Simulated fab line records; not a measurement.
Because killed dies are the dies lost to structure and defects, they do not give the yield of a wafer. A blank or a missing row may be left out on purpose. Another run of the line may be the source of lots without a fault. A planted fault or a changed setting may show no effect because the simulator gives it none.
Which tool did it? || flow n5 finfet || 23 lots with 69 wafers sampled at 4 steps, on a route of 1938 steps

WHAT EACH GAUGE READ, for each wafer
N5_STI_FIN_REVEAL_CD_MEAS_22: target cd 6.238 nm, pitch 28 nm. Usual: 6.24 nm for cd nm, sd 0.27.
{"lot": "L074", "measured": "day 2 13:43", "on": "cd sem-02", "cd nm (nm)": "6.04 6.19 6.35", "flag": ""}
{"lot": "L075", "measured": "day 2 19:11", "on": "cd sem-02", "cd nm (nm)": "5.97 6.29 5.96", "flag": ""}
{"lot": "L076", "measured": "day 3 03:07", "on": "cd sem-03", "cd nm (nm)": "6.04 6.34 6.66", "flag": ""}
{"lot": "L078", "measured": "day 3 12:00", "on": "cd sem-02", "cd nm (nm)": "6.61 5.70 5.78", "flag": ""}
{"lot": "L079", "measured": "day 3 18:35", "on": "cd sem-02", "cd nm (nm)": "6.05 6.40 6.60", "flag": ""}
{"lot": "L080", "measured": "day 4 01:16", "on": "cd sem-02", "cd nm (nm)": "6.29 6.27 6.60", "flag": ""}
{"lot": "L081", "measured": "day 4 06:17", "on": "cd sem-02", "cd nm (nm)": "6.59 5.83 6.19", "flag": ""}
{"lot": "L082", "measured": "day 4 15:01", "on": "cd sem-02", "cd nm (nm)": "5.88 6.40 6.33", "flag": ""}
{"lot": "L083", "measured": "day 4 21:03", "on": "cd sem-01", "cd nm (nm)": "6.15 5.95 5.98", "flag": ""}
{"lot": "L084", "measured": "day 5 01:33", "on": "cd sem-01", "cd nm (nm)": "5.92 6.43 5.84", "flag": ""}
{"lot": "L085", "measured": "day 5 12:52", "on": "cd sem-02", "cd nm (nm)": "5.98 6.22 6.27", "flag": ""}
{"lot": "L086", "measured": "day 5 13:14", "on": "cd sem-02", "cd nm (nm)": "5.89 6.16 6.19", "flag": ""}
{"lot": "L087", "measured": "day 5 21:43", "on": "cd sem-03", "cd nm (nm)": "6.33 6.99 6.30", "flag": ""}
{"lot": "L088", "measured": "day 6 01:38", "on": "cd sem-02", "cd nm (nm)": "5.75 6.51 6.55", "flag": ""}
{"lot": "L089", "measured": "day 6 06:38", "on": "cd sem-02", "cd nm (nm)": "6.28 6.43 6.05", "flag": ""}
{"lot": "L090", "measured": "day 6 14:36", "on": "cd sem-03", "cd nm (nm)": "6.31 5.76 6.77", "flag": ""}
{"lot": "L091", "measured": "day 6 20:29", "on": "cd sem-01", "cd nm (nm)": "5.84 6.28 5.96", "flag": ""}
{"lot": "L092", "measured": "day 7 02:32", "on": "cd sem-02", "cd nm (nm)": "6.15 6.33 6.58", "flag": ""}
{"lot": "L093", "measured": "day 7 08:01", "on": "cd sem-01", "cd nm (nm)": "6.37 6.45 6.32", "flag": ""}
{"lot": "L094", "measured": "day 7 12:31", "on": "cd sem-02", "cd nm (nm)": "6.39 5.67 6.29", "flag": ""}
{"lot": "L095", "measured": "day 7 18:01", "on": "cd sem-02", "cd nm (nm)": "6.44 6.04 6.17", "flag": ""}
{"lot": "L096", "measured": "day 7 23:44", "on": "cd sem-01", "cd nm (nm)": "6.60 6.48 5.73", "flag": ""}
{"lot": "L097", "measured": "day 8 06:49", "on": "cd sem-02", "cd nm (nm)": "6.27 6.21 5.87", "flag": ""}

N5_DUMMY_GATE_THK_MEAS_05. Usual: 72.5 nm for thk nm, sd 1.2.
{"lot": "L074", "measured": "day 2 18:22", "on": "film metro-01", "thk nm (nm)": "73.3 73.7 74.1", "flag": ""}
{"lot": "L075", "measured": "day 2 23:56", "on": "film metro-02", "thk nm (nm)": "72.1 72.8 73.0", "flag": ""}
{"lot": "L076", "measured": "day 3 07:25", "on": "film metro-02", "thk nm (nm)": "71.3 72.5 73.0", "flag": ""}
{"lot": "L078", "measured": "day 3 16:17", "on": "film metro-02", "thk nm (nm)": "74.1 72.3 71.7", "flag": ""}
{"lot": "L079", "measured": "day 3 22:53", "on": "film metro-01", "thk nm (nm)": "71.9 73.4 72.1", "flag": ""}
{"lot": "L080", "measured": "day 4 05:34", "on": "film metro-02", "thk nm (nm)": "71.5 71.3 72.0", "flag": ""}
{"lot": "L081", "measured": "day 4 10:36", "on": "film metro-01", "thk nm (nm)": "70.9 71.7 70.5", "flag": ""}
{"lot": "L082", "measured": "day 4 19:30", "on": "film metro-01", "thk nm (nm)": "72.1 70.8 71.5", "flag": ""}
{"lot": "L083", "measured": "day 5 02:27", "on": "film metro-02", "thk nm (nm)": "71.8 73.5 71.4", "flag": ""}
{"lot": "L084", "measured": "day 5 05:57", "on": "film metro-01", "thk nm (nm)": "72.3 71.5 73.6", "flag": ""}
{"lot": "L085", "measured": "day 5 17:14", "on": "film metro-02", "thk nm (nm)": "72.5 71.2 70.8", "flag": ""}
{"lot": "L086", "measured": "day 5 17:33", "on": "film metro-02", "thk nm (nm)": "71.7 72.4 72.2", "flag": ""}
{"lot": "L087", "measured": "day 6 02:06", "on": "film metro-02", "thk nm (nm)": "70.3 71.3 70.7", "flag": ""}
{"lot": "L088", "measured": "day 6 05:57", "on": "film metro-01", "thk nm (nm)": "71.6 71.3 73.0", "flag": ""}
{"lot": "L089", "measured": "day 6 10:56", "on": "film metro-01", "thk nm (nm)": "72.3 73.4 73.5", "flag": ""}
{"lot": "L090", "measured": "day 6 18:55", "on": "film metro-02", "thk nm (nm)": "72.2 73.5 72.9", "flag": ""}
{"lot": "L091", "measured": "day 7 00:46", "on": "film metro-02", "thk nm (nm)": "72.9 70.6 71.4", "flag": ""}
{"lot": "L092", "measured": "day 7 07:06", "on": "film metro-02", "thk nm (nm)": "73.4 74.5 72.7", "flag": ""}
{"lot": "L093", "measured": "day 7 12:18", "on": "film metro-02", "thk nm (nm)": "73.1 73.0 71.9", "flag": ""}
{"lot": "L094", "measured": "day 7 16:54", "on": "film metro-01", "thk nm (nm)": "73.4 73.0 71.8", "flag": ""}
{"lot": "L095", "measured": "day 7 22:19", "on": "film metro-02", "thk nm (nm)": "74.6 73.6 73.1", "flag": ""}
{"lot": "L096", "measured": "day 8 05:52", "on": "film metro-01", "thk nm (nm)": "72.2 75.0 72.8", "flag": ""}
{"lot": "L097", "measured": "day 8 11:06", "on": "film metro-01", "thk nm (nm)": "72.4 75.2 74.1", "flag": ""}

WHAT TOOL EACH LOT RAN ON (gives the tool, then ch and the chambers of the sampled wafers, and finally the start)
{"lot": "L074", "N5_FIN_CUT_STRIP_22": "rie diel-06 ch 0,2,3, day 2 04:28", "N5_STI_FIN_REVEAL_STRIP_24": "rie diel-02 ch 1,2,3, day 2 10:49"}
{"lot": "L075", "N5_FIN_CUT_STRIP_22": "rie diel-03 ch 0,1,3, day 2 10:05", "N5_STI_FIN_REVEAL_STRIP_24": "rie diel-04 ch 1,2,3, day 2 16:17"}
{"lot": "L076", "N5_FIN_CUT_STRIP_22": "rie diel-06 ch 0,1, day 2 15:49", "N5_STI_FIN_REVEAL_STRIP_24": "rie diel-01 ch 0,1, day 3 00:11"}
{"lot": "L078", "N5_FIN_CUT_STRIP_22": "rie diel-03 ch 0,1,2, day 3 03:09", "N5_STI_FIN_REVEAL_STRIP_24": "rie diel-02 ch 2,3, day 3 09:04"}
{"lot": "L079", "N5_FIN_CUT_STRIP_22": "rie diel-03 ch 0,2,3, day 3 09:49", "N5_STI_FIN_REVEAL_STRIP_24": "rie diel-01 ch 1,2,3, day 3 15:41"}
{"lot": "L080", "N5_FIN_CUT_STRIP_22": "rie diel-05 ch 1,3, day 3 15:26", "N5_STI_FIN_REVEAL_STRIP_24": "rie diel-01 ch 0,1, day 3 22:22"}
{"lot": "L081", "N5_FIN_CUT_STRIP_22": "rie diel-05 ch 0,2, day 3 21:10", "N5_STI_FIN_REVEAL_STRIP_24": "rie diel-01 ch 0,1,2, day 4 03:21"}
{"lot": "L082", "N5_FIN_CUT_STRIP_22": "rie diel-03 ch 0,1, day 4 06:07", "N5_STI_FIN_REVEAL_STRIP_24": "rie diel-04 ch 0,2, day 4 11:59"}
{"lot": "L083", "N5_FIN_CUT_STRIP_22": "rie diel-03 ch 0,1,2, day 4 11:24", "N5_STI_FIN_REVEAL_STRIP_24": "rie diel-02 ch 2,3, day 4 17:52"}
{"lot": "L084", "N5_FIN_CUT_STRIP_22": "rie diel-05 ch 0,1,2, day 4 16:29", "N5_STI_FIN_REVEAL_STRIP_24": "rie diel-02 ch 0,1,3, day 4 22:37"}
{"lot": "L085", "N5_FIN_CUT_STRIP_22": "rie diel-06 ch 1,2,3, day 5 02:07", "N5_STI_FIN_REVEAL_STRIP_24": "rie diel-04 ch 1,3, day 5 09:59"}
{"lot": "L086", "N5_FIN_CUT_STRIP_22": "rie diel-03 ch 0,1,2, day 5 03:53", "N5_STI_FIN_REVEAL_STRIP_24": "rie diel-01 ch 0,2,3, day 5 10:14"}
{"lot": "L087", "N5_FIN_CUT_STRIP_22": "rie diel-05 ch 0,3, day 5 12:34", "N5_STI_FIN_REVEAL_STRIP_24": "rie diel-01 ch 1,2,3, day 5 18:50"}
{"lot": "L088", "N5_FIN_CUT_STRIP_22": "rie diel-05 ch 0,2,3, day 5 16:52", "N5_STI_FIN_REVEAL_STRIP_24": "rie diel-01 ch 0,1,3, day 5 22:44"}
{"lot": "L089", "N5_FIN_CUT_STRIP_22": "rie diel-03 ch 1,3, day 5 21:44", "N5_STI_FIN_REVEAL_STRIP_24": "rie diel-01 ch 2,3, day 6 03:44"}
{"lot": "L090", "N5_FIN_CUT_STRIP_22": "rie diel-03 ch 0,1,3, day 6 05:38", "N5_STI_FIN_REVEAL_STRIP_24": "rie diel-01 ch 0,2,3, day 6 11:46"}
{"lot": "L091", "N5_FIN_CUT_STRIP_22": "rie diel-05 ch 0,2, day 6 11:36", "N5_STI_FIN_REVEAL_STRIP_24": "rie diel-02 ch 0,1,3, day 6 17:36"}
{"lot": "L092", "N5_FIN_CUT_STRIP_22": "rie diel-05 ch 0,2, day 6 17:39", "N5_STI_FIN_REVEAL_STRIP_24": "rie diel-01 ch 0,1,3, day 6 23:39"}
{"lot": "L093", "N5_FIN_CUT_STRIP_22": "rie diel-05 ch 0,1,3, day 6 23:07", "N5_STI_FIN_REVEAL_STRIP_24": "rie diel-04 ch 1,2,3, day 7 05:08"}
{"lot": "L094", "N5_FIN_CUT_STRIP_22": "rie diel-05 ch 0,1,3, day 7 03:42", "N5_STI_FIN_REVEAL_STRIP_24": "rie diel-02 ch 0,1,2, day 7 09:37"}
{"lot": "L095", "N5_FIN_CUT_STRIP_22": "rie diel-03 ch 0,3, day 7 09:14", "N5_STI_FIN_REVEAL_STRIP_24": "rie diel-01 ch 0,1, day 7 15:07"}
{"lot": "L096", "N5_FIN_CUT_STRIP_22": "rie diel-05 ch 0,1,3, day 7 14:49", "N5_STI_FIN_REVEAL_STRIP_24": "rie diel-02 ch 0,1,2, day 7 20:51"}
{"lot": "L097", "N5_FIN_CUT_STRIP_22": "rie diel-05 ch 0,2,3, day 7 21:12", "N5_STI_FIN_REVEAL_STRIP_24": "rie diel-02 ch 0,3, day 8 03:55"}
- N5_FIN_CUT_STRIP_22: strips in N2/H2.
- N5_STI_FIN_REVEAL_STRIP_24: strips in N2/H2, time 90 s.

WHAT THE TOOLS THEMSELVES READ (means of the sampled wafers that have a number; where no wafer has one, the mark that the record gives instead)
N5_FIN_CUT_STRIP_22. Usual: drypump motor current A 5.7 A, standard deviation 0.3; oes product au 0.77 a.u., standard deviation 0.069; rf vpp V 54.3 V, standard deviation 2.2; showerhead plenum p Torr 3.34 Torr, standard deviation 0.1; throttle valve pct 19.05 %, standard deviation 0.27.
{"lot": "L074", "tool": "rie diel-06", "drypump motor current A (A)": 5.7, "oes product au (a.u.)": 0.73, "rf vpp V (V)": 58.0, "showerhead plenum p Torr (Torr)": 3.39, "throttle valve pct (%)": 19.15, "flag": ""}
{"lot": "L075", "tool": "rie diel-03", "drypump motor current A (A)": 5.6, "oes product au (a.u.)": 0.76, "rf vpp V (V)": 54.3, "showerhead plenum p Torr (Torr)": 3.33, "throttle valve pct (%)": 19.27, "flag": ""}
{"lot": "L076", "tool": "rie diel-06", "drypump motor current A (A)": 6.0, "oes product au (a.u.)": 0.77, "rf vpp V (V)": 54.9, "showerhead plenum p Torr (Torr)": 3.47, "throttle valve pct (%)": 19.05, "flag": ""}
{"lot": "L078", "tool": "rie diel-03", "drypump motor current A (A)": 5.7, "oes product au (a.u.)": 0.73, "rf vpp V (V)": 53.9, "showerhead plenum p Torr (Torr)": 3.26, "throttle valve pct (%)": 19.13, "flag": ""}
{"lot": "L079", "tool": "rie diel-03", "drypump motor current A (A)": 5.4, "oes product au (a.u.)": 0.74, "rf vpp V (V)": 53.9, "showerhead plenum p Torr (Torr)": 3.31, "throttle valve pct (%)": 19.20, "flag": ""}
{"lot": "L080", "tool": "rie diel-05", "drypump motor current A (A)": 5.9, "oes product au (a.u.)": 0.74, "rf vpp V (V)": 55.2, "showerhead plenum p Torr (Torr)": 3.30, "throttle valve pct (%)": 19.01, "flag": ""}
{"lot": "L081", "tool": "rie diel-05", "drypump motor current A (A)": 5.7, "oes product au (a.u.)": 0.87, "rf vpp V (V)": 53.7, "showerhead plenum p Torr (Torr)": 3.36, "throttle valve pct (%)": 18.69, "flag": ""}
{"lot": "L082", "tool": "rie diel-03", "drypump motor current A (A)": 5.9, "oes product au (a.u.)": 0.73, "rf vpp V (V)": 53.5, "showerhead plenum p Torr (Torr)": 3.27, "throttle valve pct (%)": 19.23, "flag": ""}
{"lot": "L083", "tool": "rie diel-03", "drypump motor current A (A)": 5.7, "oes product au (a.u.)": 0.72, "rf vpp V (V)": 53.2, "showerhead plenum p Torr (Torr)": 3.26, "throttle valve pct (%)": 19.14, "flag": ""}
{"lot": "L084", "tool": "rie diel-05", "drypump motor current A (A)": 5.7, "oes product au (a.u.)": 0.80, "rf vpp V (V)": 56.1, "showerhead plenum p Torr (Torr)": 3.34, "throttle valve pct (%)": 18.72, "flag": ""}
{"lot": "L085", "tool": "rie diel-06", "drypump motor current A (A)": 5.7, "oes product au (a.u.)": 0.81, "rf vpp V (V)": 55.4, "showerhead plenum p Torr (Torr)": 3.44, "throttle valve pct (%)": 19.02, "flag": ""}
{"lot": "L086", "tool": "rie diel-03", "drypump motor current A (A)": 5.7, "oes product au (a.u.)": 0.70, "rf vpp V (V)": 55.6, "showerhead plenum p Torr (Torr)": 3.26, "throttle valve pct (%)": 19.17, "flag": ""}
{"lot": "L087", "tool": "rie diel-05", "drypump motor current A (A)": 6.0, "oes product au (a.u.)": 0.71, "rf vpp V (V)": 54.9, "showerhead plenum p Torr (Torr)": 3.19, "throttle valve pct (%)": 19.26, "flag": ""}
{"lot": "L088", "tool": "rie diel-05", "drypump motor current A (A)": 5.9, "oes product au (a.u.)": 0.77, "rf vpp V (V)": 54.7, "showerhead plenum p Torr (Torr)": 3.27, "throttle valve pct (%)": 18.98, "flag": ""}
{"lot": "L089", "tool": "rie diel-03", "drypump motor current A (A)": 5.6, "oes product au (a.u.)": 0.75, "rf vpp V (V)": 58.0, "showerhead plenum p Torr (Torr)": 3.31, "throttle valve pct (%)": 19.34, "flag": ""}
{"lot": "L090", "tool": "rie diel-03", "drypump motor current A (A)": 5.6, "oes product au (a.u.)": 0.74, "rf vpp V (V)": 55.2, "showerhead plenum p Torr (Torr)": 3.31, "throttle valve pct (%)": 19.35, "flag": ""}
{"lot": "L091", "tool": "rie diel-05", "drypump motor current A (A)": 5.8, "oes product au (a.u.)": 0.80, "rf vpp V (V)": 54.3, "showerhead plenum p Torr (Torr)": 3.29, "throttle valve pct (%)": 18.68, "flag": ""}
{"lot": "L092", "tool": "rie diel-05", "drypump motor current A (A)": 5.7, "oes product au (a.u.)": 0.83, "rf vpp V (V)": 54.3, "showerhead plenum p Torr (Torr)": 3.35, "throttle valve pct (%)": 18.72, "flag": ""}
{"lot": "L093", "tool": "rie diel-05", "drypump motor current A (A)": 5.9, "oes product au (a.u.)": 0.84, "rf vpp V (V)": 53.2, "showerhead plenum p Torr (Torr)": 3.38, "throttle valve pct (%)": 18.88, "flag": ""}
{"lot": "L094", "tool": "rie diel-05", "drypump motor current A (A)": 5.9, "oes product au (a.u.)": 0.81, "rf vpp V (V)": 55.1, "showerhead plenum p Torr (Torr)": 3.38, "throttle valve pct (%)": 18.92, "flag": ""}
{"lot": "L095", "tool": "rie diel-03", "drypump motor current A (A)": 5.3, "oes product au (a.u.)": 0.74, "rf vpp V (V)": 55.7, "showerhead plenum p Torr (Torr)": 3.35, "throttle valve pct (%)": 19.39, "flag": ""}
{"lot": "L096", "tool": "rie diel-05", "drypump motor current A (A)": 5.9, "oes product au (a.u.)": 0.82, "rf vpp V (V)": 53.0, "showerhead plenum p Torr (Torr)": 3.38, "throttle valve pct (%)": 18.88, "flag": ""}
{"lot": "L097", "tool": "rie diel-05", "drypump motor current A (A)": 5.9, "oes product au (a.u.)": 0.84, "rf vpp V (V)": 53.0, "showerhead plenum p Torr (Torr)": 3.40, "throttle valve pct (%)": 18.84, "flag": ""}

N5_STI_FIN_REVEAL_STRIP_24. Usual: drypump motor current A 5.9 A, standard deviation 0.35; oes product au 0.77 a.u., standard deviation 0.082; rf vpp V 45.4 V, standard deviation 0.94; showerhead plenum p Torr 3.40 Torr, standard deviation 0.087; throttle valve pct 12.34 %, standard deviation 0.25.
{"lot": "L074", "tool": "rie diel-02", "drypump motor current A (A)": 6.0, "oes product au (a.u.)": 0.77, "rf vpp V (V)": 45.1, "showerhead plenum p Torr (Torr)": 3.46, "throttle valve pct (%)": 12.22, "flag": ""}
{"lot": "L075", "tool": "rie diel-04", "drypump motor current A (A)": 5.7, "oes product au (a.u.)": 0.79, "rf vpp V (V)": 45.4, "showerhead plenum p Torr (Torr)": 3.39, "throttle valve pct (%)": 12.36, "flag": ""}
{"lot": "L076", "tool": "rie diel-01", "drypump motor current A (A)": 5.9, "oes product au (a.u.)": 0.74, "rf vpp V (V)": 45.3, "showerhead plenum p Torr (Torr)": 3.32, "throttle valve pct (%)": 12.47, "flag": ""}
{"lot": "L078", "tool": "rie diel-02", "drypump motor current A (A)": 5.9, "oes product au (a.u.)": 0.81, "rf vpp V (V)": 46.6, "showerhead plenum p Torr (Torr)": 3.44, "throttle valve pct (%)": 11.99, "flag": ""}
{"lot": "L079", "tool": "rie diel-01", "drypump motor current A (A)": 6.0, "oes product au (a.u.)": 0.75, "rf vpp V (V)": 46.8, "showerhead plenum p Torr (Torr)": 3.46, "throttle valve pct (%)": 12.38, "flag": ""}
{"lot": "L080", "tool": "rie diel-01", "drypump motor current A (A)": 5.8, "oes product au (a.u.)": 0.71, "rf vpp V (V)": 45.5, "showerhead plenum p Torr (Torr)": 3.39, "throttle valve pct (%)": 12.49, "flag": ""}
{"lot": "L081", "tool": "rie diel-01", "drypump motor current A (A)": 6.1, "oes product au (a.u.)": 0.72, "rf vpp V (V)": 45.8, "showerhead plenum p Torr (Torr)": 3.39, "throttle valve pct (%)": 12.42, "flag": ""}
{"lot": "L082", "tool": "rie diel-04", "drypump motor current A (A)": 5.7, "oes product au (a.u.)": 0.67, "rf vpp V (V)": 45.4, "showerhead plenum p Torr (Torr)": 3.47, "throttle valve pct (%)": 12.33, "flag": ""}
{"lot": "L083", "tool": "rie diel-02", "drypump motor current A (A)": 5.9, "oes product au (a.u.)": 0.80, "rf vpp V (V)": 45.3, "showerhead plenum p Torr (Torr)": 3.44, "throttle valve pct (%)": 12.00, "flag": ""}
{"lot": "L084", "tool": "rie diel-02", "drypump motor current A (A)": 5.9, "oes product au (a.u.)": 0.82, "rf vpp V (V)": 44.8, "showerhead plenum p Torr (Torr)": 3.44, "throttle valve pct (%)": 12.21, "flag": ""}
{"lot": "L085", "tool": "rie diel-04", "drypump motor current A (A)": 6.1, "oes product au (a.u.)": 0.81, "rf vpp V (V)": 44.5, "showerhead plenum p Torr (Torr)": 3.32, "throttle valve pct (%)": 12.27, "flag": ""}
{"lot": "L086", "tool": "rie diel-01", "drypump motor current A (A)": 6.0, "oes product au (a.u.)": 0.76, "rf vpp V (V)": 45.1, "showerhead plenum p Torr (Torr)": 3.37, "throttle valve pct (%)": 12.43, "flag": ""}
{"lot": "L087", "tool": "rie diel-01", "drypump motor current A (A)": 6.0, "oes product au (a.u.)": 0.74, "rf vpp V (V)": 45.7, "showerhead plenum p Torr (Torr)": 3.45, "throttle valve pct (%)": 12.44, "flag": ""}
{"lot": "L088", "tool": "rie diel-01", "drypump motor current A (A)": 5.8, "oes product au (a.u.)": 0.75, "rf vpp V (V)": 44.9, "showerhead plenum p Torr (Torr)": 3.37, "throttle valve pct (%)": 12.53, "flag": ""}
{"lot": "L089", "tool": "rie diel-01", "drypump motor current A (A)": 6.2, "oes product au (a.u.)": 0.74, "rf vpp V (V)": 45.7, "showerhead plenum p Torr (Torr)": 3.44, "throttle valve pct (%)": 12.37, "flag": ""}
{"lot": "L090", "tool": "rie diel-01", "drypump motor current A (A)": 6.0, "oes product au (a.u.)": 0.75, "rf vpp V (V)": 45.5, "showerhead plenum p Torr (Torr)": 3.36, "throttle valve pct (%)": 12.45, "flag": ""}
{"lot": "L091", "tool": "rie diel-02", "drypump motor current A (A)": 6.0, "oes product au (a.u.)": 0.80, "rf vpp V (V)": 44.8, "showerhead plenum p Torr (Torr)": 3.43, "throttle valve pct (%)": 12.26, "flag": ""}
{"lot": "L092", "tool": "rie diel-01", "drypump motor current A (A)": 5.8, "oes product au (a.u.)": 0.85, "rf vpp V (V)": 45.4, "showerhead plenum p Torr (Torr)": 3.36, "throttle valve pct (%)": 12.35, "flag": ""}
{"lot": "L093", "tool": "rie diel-04", "drypump motor current A (A)": 5.7, "oes product au (a.u.)": 0.75, "rf vpp V (V)": 46.4, "showerhead plenum p Torr (Torr)": 3.37, "throttle valve pct (%)": 12.46, "flag": ""}
{"lot": "L094", "tool": "rie diel-02", "drypump motor current A (A)": 6.1, "oes product au (a.u.)": 0.83, "rf vpp V (V)": 45.4, "showerhead plenum p Torr (Torr)": 3.41, "throttle valve pct (%)": 12.17, "flag": ""}
{"lot": "L095", "tool": "rie diel-01", "drypump motor current A (A)": 5.9, "oes product au (a.u.)": 0.90, "rf vpp V (V)": 45.3, "showerhead plenum p Torr (Torr)": 3.38, "throttle valve pct (%)": 12.16, "flag": ""}
{"lot": "L096", "tool": "rie diel-02", "drypump motor current A (A)": 6.1, "oes product au (a.u.)": 0.82, "rf vpp V (V)": 44.9, "showerhead plenum p Torr (Torr)": 3.41, "throttle valve pct (%)": 12.20, "flag": ""}
{"lot": "L097", "tool": "rie diel-02", "drypump motor current A (A)": 5.8, "oes product au (a.u.)": 0.74, "rf vpp V (V)": 45.0, "showerhead plenum p Torr (Torr)": 3.41, "throttle valve pct (%)": 12.41, "flag": ""}

THE ANSWER, worked out from the rows above alone
Rule: a lot counts as off when the mean over its wafers that have a number is more than 3 standard deviations away from the usual mean. Also off: a lot with no number at a reading for which 4 or more lots have one. Where the step has rows for the other lots, those lots are counted as sound. First the gauges in route order, then the tools' own readings, where a lot's mean is used as printed above. At the first step where some lot is off, the reading lying furthest off is the one used; lots without a number count as furthest.
Nothing can be told from this: no lot is off at any reading shown.

WHAT THE SIMULATOR HAD PUT IN
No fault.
